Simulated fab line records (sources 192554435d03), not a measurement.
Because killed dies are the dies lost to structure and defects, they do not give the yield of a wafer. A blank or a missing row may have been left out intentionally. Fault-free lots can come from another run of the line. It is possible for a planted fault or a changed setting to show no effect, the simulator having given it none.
Chamber matching | flow n5 finfet | N5_BEOL_M0_SAQP_PECVD_00 on pecvd-01: 3 sister chambers
The step deposits SiCN from 3MS/NH3, target thk 8 nm, time 14 s. 6 wafers are shown with their chamber, then 7 later ones without.

## WAFERS WITH THEIR CHAMBER
wafer  | chamber | throttle valve pct (%) | rf fwd power W (W)
L078.2 | 1       | 9.1                    | 199.2
L081.3 | 2       | 8.1                    | 197.3
L081.5 | 0       | 9.6                    | 199.0
L081.6 | 1       | 9.3                    | 199.5
L083.2 | 0       | 9.5                    | 199.1
L083.3 | 2       | 8.0                    | 197.7

## WAFERS WITHOUT THEIR CHAMBER
wafer  | throttle valve pct (%) | rf fwd power W (W)
L083.4 | 8.0                    | 197.3
L086.2 | 9.3                    | 199.4
L086.5 | 9.7                    | 199.8
L086.6 | 9.1                    | 200.1
L092.1 | 8.1                    | 197.5
L092.3 | 9.1                    | 200.9
L092.5 | 9.3                    | 199.3

## EACH ONE'S CHAMBER
wafer  | from the rows above     | in truth
L083.4 | 2                       | 2
L086.2 | can't be placed: 1 or 0 | 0
L086.5 | can't be placed: 0 or 1 | 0
L086.6 | 1                       | 1
L092.1 | 2                       | 2
L092.3 | 1                       | 1
L092.5 | can't be placed: 1 or 0 | 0
Correct placement for 4 of the 7. Cannot be placed on the basis of these rows: 3; the candidates contain the true chamber in 3. Wrongly placed: 0.
How it was worked out, from the rows above alone: a wafer's distance from a chamber is the root of the sum, over the readings, of the square of ((its reading less the chamber's mean) divided by the reading's scatter). If the next closest chamber is less than 2 further off than the closest, the wafer can't be placed; otherwise it belongs to the closest. Each chamber's mean is taken over the wafers shown for it. How the scatter is found: for the shown wafers, subtract from each reading the mean of its chamber, square and add these, divide the total by (wafers less chambers), then take the root.
